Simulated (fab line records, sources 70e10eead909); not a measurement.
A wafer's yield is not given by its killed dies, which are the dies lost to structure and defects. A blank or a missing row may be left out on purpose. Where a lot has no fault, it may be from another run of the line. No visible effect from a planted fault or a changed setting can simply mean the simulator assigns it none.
fab line records | flow nandHarc
record: lots: 6 | wafers: 18 | lastDay: 24
route steps=1159 shown A_STAIRCASE@520 END@1159
lots that met no fault: taken from a fault-free run of the same line
startH: hours from the record's opening day to when the first of the lot's shown wafers began | waitH: time in hours since the lot's previous step | " same as the row above | L1.1+2: several wafers, shown together as one row | - either no value or no given start | * or withheld: withheld | < > ~ a bound
route shown NAME@n: names a module that has steps shown in the file, with the first one's number in the route | usual: the fault-free wafers' mean and standard deviation | same: alike in all rows | chamber/n: place in a boat | sites: per-site readings | _std_site: the values' standard deviation | _edge_site: inner sites' mean taken away from outer sites' mean | radiusMm: how far each site lies from the wafer's centre | mask NAME#n: copy n | behind: the tool/chamber that last shaped the wafer | hold: reason for holding the lot/hours on hold/outcome of the hold | device: whichever transistor did not switch (one of n, p or np) | end of line: at the end of the route, the tests of the same wafers | a step with no rows: only its recipe | killed: dies that structure and defects cost at the first sort, which is not the same as the wafer's yield | map: a wafer's dies, x killed, . not, _ none there
set.NAME: the run value of the setting; set.NAME@STEP: its run value at that earlier step | model.NAME: the simulator's own value behind a step, which no gauge read
lots at some steps of the route; a table a step, a row a wafer
services: when a tool's chamber went out of use (startH, in hours from the record's first day, below 0 if earlier), for how many hours, and the reason
== steps ==
step: NHARC_A_STAIRCASE_DEHYDRATE_158
recipe: tempC: 150 | timeS: 120
step: NHARC_A_STAIRCASE_HMDS_159
recipe: timeS: 30
step: NHARC_A_STAIRCASE_COAT_160
recipe: spinRpm: 1200
step: NHARC_A_STAIRCASE_SOFTBAKE_161
recipe: tempC: 135 | timeS: 170
step: NHARC_A_STAIRCASE_EBR_162
step: NHARC_A_STAIRCASE_EXPOSE_163
recipe: na: 0.5 | doseMj: 20.01 | maskId: STAIR_OPEN
step: NHARC_A_STAIRCASE_PEB_164
recipe: pebTempC: 115 | pebTimeS: 130
step: NHARC_A_STAIRCASE_DEVELOP_165
recipe: timeS: 140
step: NHARC_A_STAIRCASE_HARDBAKE_167
recipe: tempC: 120 | timeS: 140
step: NHARC_A_STAIRCASE_DESCUM_168
recipe: timeS: 3 | o2FlowSccm: 200 | arFlowSccm: 0 | biasPowerW: 0 | chemistry: O2
usual: drypumpMotorCurrentA: 5.7/0.46 | oesProductAu: 1.002/0.0092 | rfVppV: 57.9/0.98 | showerheadPlenumPTorr: 1.94/0.065 | throttleValvePct: 11.312/0.0084
lot.wafer | tool       | chamber | startH | waitH | drypumpMotorCurrentA | oesProductAu | rfHoursCounterH | rfVppV | showerheadPlenumPTorr | throttleValvePct
L476.1    | rieDiel-11 | 1       | 254.01 | -     | 5.4                  | 1.002        | 18              | 56.6   | 1.82                  | 11.315
L476.3    | "          | 2       | "      | "     | 6.0                  | 1.006        | 18              | 58.1   | 1.98                  | 11.311
L476.6    | "          | 1       | "      | "     | 5.4                  | 1.008        | -               | 56.4   | 1.82                  | 11.306
L477.2    | rieDiel-11 | 2       | 262.23 | -     | 6.0                  | 0.997        | 22              | 58.7   | 1.98                  | 11.318
L477.1    | "          | 3       | "      | "     | 5.0                  | 0.984        | 22              | 57.6   | 1.90                  | 11.311
L477.3    | "          | 1       | "      | "     | 5.3                  | 0.999        | 22              | 57.3   | 1.82                  | 11.314
L488.2    | rieDiel-11 | 1       | 326.00 | -     | 5.4                  | 1.002        | 47              | 56.4   | 1.81                  | 11.329
L488.4    | "          | 2       | "      | "     | 6.0                  | 0.998        | 46              | 56.2   | 1.97                  | 11.308
L488.3    | "          | 0       | "      | "     | 6.0                  | 1.008        | 47              | 57.0   | 1.90                  | 11.294
L492.3    | rieDiel-04 | 3       | 352.76 | -     | 6.1                  | 0.996        | 19              | 57.5   | 1.89                  | 11.318
L492.1    | "          | 0       | "      | "     | 5.8                  | 1.002        | 20              | 57.7   | 1.98                  | 11.313
L492.6    | "          | 1       | "      | "     | 5.2                  | 1.011        | -               | 58.8   | 2.00                  | 11.318
L495.4    | rieDiel-04 | 2       | 358.91 | -     | 5.6                  | 1.012        | 22              | 56.9   | 1.99                  | 11.317
L495.6    | "          | 3       | "      | "     | 6.1                  | 0.991        | -               | 57.9   | 1.89                  | 11.310
L495.5    | "          | 0       | "      | "     | 5.8                  | 0.998        | -               | 58.2   | 1.97                  | 11.315
L493.3    | rieDiel-09 | 3       | 359.03 | -     | 5.8                  | 1.002        | 33              | 58.1   | 1.84                  | 11.314
L493.2    | "          | 0       | "      | "     | 5.5                  | 1.015        | 35              | 59.0   | 2.00                  | 11.306
L493.6    | "          | 3       | "      | "     | 5.8                  | 1.011        | -               | 57.3   | 1.84                  | 11.305
step: NHARC_A_STAIRCASE_ETCH_169
recipe: targetDepthA: 500 | timeS: 107.1 | ionEnergyEv: 120 | ch3fFlowSccm: 50 | o2FlowSccm: 30 | arFlowSccm: 200 | rfW: 500 | biasW: 100 | chemistry: CH3F/O2
usual: drypumpMotorCurrentA: 5.7/0.46 | oesProductAu: 0.953/0.019 | rfVppV: 244.8/1.3 | runLengthS: 128.4/0.46 | showerheadPlenumPTorr: 2.49/0.081 | throttleValvePct: 20.662/0.0092
lot.wafer | tool       | chamber | startH | waitH | drypumpMotorCurrentA | oesProductAu | rfHoursCounterH | rfVppV | runLengthS | showerheadPlenumPTorr | throttleValvePct
L476.1    | rieDiel-11 | 1       | 254.11 | 0.1   | 5.3                  | 0.946        | 18              | 242.3  | 127.7      | 2.34                  | 20.659
L476.3    | "          | 2       | "      | "     | 6.0                  | 0.945        | 18              | 245.3  | 127.9      | 2.54                  | 20.662
L476.6    | "          | 2       | "      | "     | 6.0                  | 0.946        | -               | 244.8  | 127.7      | 2.54                  | 20.670
L477.1    | rieDiel-11 | 0       | 262.32 | 0.1   | 6.0                  | 0.981        | 24              | 244.2  | 128.4      | 2.46                  | 20.665
L477.2    | "          | 1       | "      | "     | 5.4                  | 0.979        | 22              | 243.8  | 127.9      | 2.34                  | 20.664
L477.3    | "          | 3       | "      | "     | 5.0                  | 0.960        | 22              | 243.5  | 129.2      | 2.44                  | 20.662
L488.4    | rieDiel-11 | 1       | 326.08 | 0.1   | 5.4                  | 0.933        | 47              | 242.9  | 128.6      | 2.33                  | 20.666
L488.2    | "          | 2       | "      | "     | 6.0                  | 0.931        | 46              | 245.7  | 127.8      | 2.53                  | 20.661
L488.3    | "          | 0       | "      | "     | 6.0                  | 0.943        | 47              | 243.5  | 128.4      | 2.45                  | 20.667
L492.3    | rieDiel-04 | 1       | 352.89 | 0.1   | 5.2                  | 0.947        | 19              | 244.7  | 128.6      | 2.56                  | 20.678
L492.1    | "          | 2       | "      | "     | 5.6                  | 0.956        | 21              | 245.8  | 129.0      | 2.55                  | 20.667
L492.6    | "          | 0       | "      | "     | 5.7                  | 0.950        | -               | 246.3  | 128.0      | 2.54                  | 20.664
L495.4    | rieDiel-04 | 1       | 358.99 | 0.1   | 5.2                  | 0.971        | 20              | 245.2  | 128.3      | 2.56                  | 20.652
L495.5    | "          | 2       | "      | "     | 5.6                  | 0.962        | -               | 246.0  | 128.7      | 2.55                  | 20.667
L495.6    | "          | 3       | "      | "     | 6.1                  | 0.944        | -               | 243.2  | 128.3      | 2.43                  | 20.668
L493.3    | rieDiel-09 | 2       | 359.17 | 0.1   | 5.4                  | 0.946        | 31              | 244.5  | 127.7      | 2.47                  | 20.644
L493.2    | "          | 3       | "      | "     | 5.7                  | 0.952        | 33              | 243.7  | 128.0      | 2.37                  | 20.672
L493.6    | "          | 1       | "      | "     | 6.7                  | 0.941        | -               | 244.3  | 128.4      | 2.56                  | 20.668
step: NHARC_A_STAIRCASE_ETCH_170
recipe: targetDepthA: 2000 | timeS: 66.667 | ionEnergyEv: 250 | c4f6FlowSccm: 25 | o2FlowSccm: 20 | arFlowSccm: 500 | rfW: 600 | biasW: 500 | chemistry: C4F6/O2
usual: c4f6FlowSccm: 24.98/0.08 | drypumpMotorCurrentA: 5.7/0.46 | oesProductAu: 0.973/0.016 | rfVppV: 547.7/2.5 | runLengthS: 87.9/0.42 | showerheadPlenumPTorr: 3.96/0.12 | throttleValvePct: 26.904/0.0086
lot.wafer | tool       | chamber | startH | waitH | c4f6FlowSccm | drypumpMotorCurrentA | oesProductAu | rfHoursCounterH | rfVppV | runLengthS | showerheadPlenumPTorr | throttleValvePct
L476.1    | rieDiel-11 | 1       | 254.23 | -     | 24.99        | 5.3                  | 0.983        | 18              | 543.3  | 87.7       | 3.75                  | 26.917
L476.3    | "          | 2       | "      | "     | 25.09        | 6.0                  | 0.975        | 18              | 549.0  | 97.9       | 4.04                  | 26.907
L476.6    | "          | 2       | "      | "     | 25.04        | 6.0                  | 0.975        | -               | 552.3  | 87.4       | 4.04                  | 26.907
L477.3    | rieDiel-11 | 3       | 262.43 | -     | 24.97        | 5.0                  | 0.956        | 22              | 546.6  | 99.4       | 3.89                  | 26.910
L477.1    | "          | 1       | "      | "     | 24.97        | 5.3                  | 0.976        | 22              | 543.5  | 87.9       | 3.74                  | 26.914
L477.2    | "          | 2       | "      | "     | 24.89        | 6.0                  | 0.968        | 22              | 548.4  | 98.3       | 4.04                  | 26.896
L488.3    | rieDiel-11 | 2       | 326.20 | -     | 25.02        | 6.0                  | 0.945        | 46              | 548.9  | 87.3       | 4.02                  | 26.898
L488.2    | "          | 3       | "      | "     | 25.19        | 5.0                  | 0.938        | 46              | 546.6  | 89.2       | 3.88                  | 26.891
L488.4    | "          | 1       | "      | "     | 25.17        | 5.3                  | 0.951        | 47              | 544.3  | 87.4       | 3.73                  | 26.915
L492.1    | rieDiel-04 | 0       | 353.01 | -     | 25.02        | 5.7                  | 0.974        | 20              | 550.4  | 87.3       | 4.04                  | 26.904
L492.3    | "          | 2       | "      | "     | 25.02        | 5.6                  | 0.977        | 21              | 548.6  | 88.2       | 4.07                  | 26.902
L492.6    | "          | 3       | "      | "     | 24.98        | 6.1                  | 0.976        | -               | 546.8  | 88.4       | 3.89                  | 26.903
L493.2    | rieDiel-09 | 1       | 359.28 | -     | 24.85        | 6.7                  | 0.960        | 33              | 549.4  | 88.2       | 4.08                  | 26.914
L493.3    | "          | 3       | "      | "     | 25.12        | 5.8                  | 0.974        | 33              | 544.9  | 87.6       | 3.79                  | 26.906
L493.6    | "          | 1       | "      | "     | 24.97        | 6.7                  | 0.968        | -               | 549.7  | 88.1       | 4.08                  | 26.917
L495.4    | rieDiel-04 | 1       | 359.56 | -     | 24.88        | 5.2                  | 0.979        | 20              | 549.9  | 88.0       | 4.08                  | 26.903
L495.5    | "          | 2       | "      | "     | 25.06        | 5.6                  | 0.978        | -               | 548.8  | 88.3       | 4.06                  | 26.902
L495.6    | "          | 3       | "      | "     | 25.03        | 6.1                  | 0.970        | -               | 546.2  | 88.3       | 3.89                  | 26.919
step: NHARC_A_STAIRCASE_STRIP_171
recipe: powerW: 1500 | tempC: 250 | chemistry: O2
usual: drypumpMotorCurrentA: 5.9/0.58 | heaterPowerW: 354/30
lot.wafer | tool           | chamber | startH | waitH | drypumpMotorCurrentA | heaterPowerW | rfHoursCounterH
L476.1    | plasmaAsher-02 | 1       | 254.35 | -     | 5.8                  | 326          | 23
L476.3    | "              | 0       | "      | "     | 6.6                  | 344          | -
L476.6    | "              | 1       | "      | "     | 5.8                  | 324          | -
L477.1    | plasmaAsher-02 | 1       | 262.69 | -     | 5.8                  | 317          | 25
L477.2    | "              | 0       | "      | "     | 6.5                  | 343          | 25
L477.3    | "              | 1       | "      | "     | 5.8                  | 331          | -
L488.2    | plasmaAsher-02 | 1       | 326.32 | -     | 5.8                  | 325          | 48
L488.4    | "              | 1       | "      | "     | 5.8                  | 323          | -
L488.3    | "              | 0       | "      | "     | 6.6                  | 352          | -
L492.1    | plasmaAsher-02 | 1       | 353.11 | -     | 5.8                  | 326          | 54
L492.3    | "              | 0       | "      | "     | 6.6                  | 335          | -
L492.6    | "              | 0       | "      | "     | 6.5                  | 349          | -
L493.2    | plasmaAsher-02 | 1       | 359.39 | -     | 5.8                  | 320          | 56
L493.3    | "              | 0       | "      | "     | 6.5                  | 340          | -
L493.6    | "              | 0       | "      | "     | 6.6                  | 347          | -
L495.4    | plasmaAsher-01 | 0       | 359.80 | -     | 5.8                  | 374          | -
L495.5    | "              | 1       | "      | "     | 4.8                  | 416          | -
L495.6    | "              | 0       | "      | "     | 5.8                  | 376          | -
step: NHARC_END_SORT_01
recipe: tempC: 25
usual: killedAtArray: 27/8.8 | killedAtOther: 0.4/0.82 | killedAtPeriphery: 3.1/2.1 | killedDies: 31/8.8 | killedOpen: 3.3/2 | killedShort: 2.0/1.4
same: grossDies: 677
lot.wafer | tool      | chamber | startH | waitH | killedAtArray | killedAtOther | killedAtPeriphery | killedDies | killedOpen | killedShort
L476.1    | prober-02 | 0       | 467.80 | 2.5   | 19            | 0             | 5                 | 24         | 1          | 2
L476.3    | prober-02 | 0       | 469.41 | 3.1   | 20            | 0             | 7                 | 27         | 2          | 2
L476.6    | prober-02 | 0       | 471.82 | 4.0   | 17            | 1             | 7                 | 25         | 1          | 3
killed by level:class
L476.1 A_SLIT:chamberFilmFlake=8 A_STAIRCASE:chamberFilmFlake=4 A_CONTACT:chamberFilmFlake=4 P_ZERO_WELL:chamberFilmFlake=2 P_M2:chamberFilmFlake=2 P_STI:geometricParticle:open=1 A_SOURCE_PLATE:geometricParticle:short=1 A_CHANNEL_FILL_D1:geometricParticle:short=1
L476.3 A_SLIT:chamberFilmFlake=7 P_ZERO_WELL:chamberFilmFlake=4 A_CHANNEL_HOLE_D1:chamberFilmFlake=4 P_M2:chamberFilmFlake=2 A_CHANNEL_FILL_D1:chamberFilmFlake=2 A_STAIRCASE:chamberFilmFlake=2 P_CONTACT:geometricParticle:short=1 A_ONON_D1:geometricParticle:open=1
L476.6 A_SLIT:chamberFilmFlake=9 A_CONTACT:chamberFilmFlake=4 P_ZERO_WELL:chamberFilmFlake=3 A_WL_FILL:geometricParticle:short=2 P_GATE:chamberFilmFlake=2 P_CONTACT:geometricParticle:open=1 P_M0:geometricParticle:short=1 A_CHANNEL_HOLE_D1:chamberFilmFlake=1
== services ==
tool           | chamber | startH | hours | kind
rieDiel-09     | 0       | 238.59 | 5.8   | repair
rieDiel-11     | 0       | 249.13 | -     | clean
rieDiel-11     | 1       | 249.13 | -     | clean
rieDiel-11     | 2       | 249.13 | -     | clean
rieDiel-11     | 3       | 249.13 | -     | clean
rieDiel-09     | -       | 254.10 | 9.0   | pm
plasmaAsher-02 | -       | 269.84 | 4.5   | repair
rieDiel-11     | 0       | 273.64 | -     | clean
rieDiel-11     | 1       | 273.64 | -     | clean
rieDiel-11     | 2       | 273.64 | -     | clean
rieDiel-11     | 3       | 273.64 | -     | clean
plasmaAsher-01 | -       | 275.16 | 2.6   | repair
plasmaAsher-01 | -       | 277.88 | 9.0   | pm
rieDiel-04     | 1       | 285.68 | 14.8  | repair
rieDiel-04     | -       | 288.90 | 9.0   | pm
rieDiel-11     | 0       | 298.14 | -     | clean
rieDiel-11     | 1       | 298.14 | -     | clean
rieDiel-11     | 2       | 298.14 | -     | clean
rieDiel-11     | 3       | 298.14 | -     | clean
rieDiel-09     | -       | 303.60 | 1.2   | repair
rieDiel-11     | 0       | 306.40 | 2.2   | repair
rieDiel-11     | 0       | 322.64 | -     | clean
rieDiel-11     | 1       | 322.64 | -     | clean
rieDiel-11     | 1       | 352.19 | 8.8   | repair
== key ==
firstSign: step: NHARC_A_STAIRCASE_ETCH_170 | reading: runLengthS | direction: up | sigmas: 25 | usual: * | struck: *
effect none on later readings
metAt NHARC_A_STAIRCASE_ETCH_170
struckWafers L476.3,L477.2,L477.3
testerLeftOut L476,L477
fault: kind: processParameterDrift | tool: rieDiel-11 | chamber: - | onsetH: 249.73 | steps: NHARC_A_STAIRCASE_ETCH_170 | channel: timeS | offset: * | shape: step | endH: 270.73 | scope: struckWafersOnly | actsIn: * | stated: *
testerLeftOut: of these lots the tester's yield and bins aren't shown, on N5 and GAA mostly nor the transistor test; their killed dies are dies lost to structure and defects alone, not to doping, threshold or leakage, so they don't give the yield
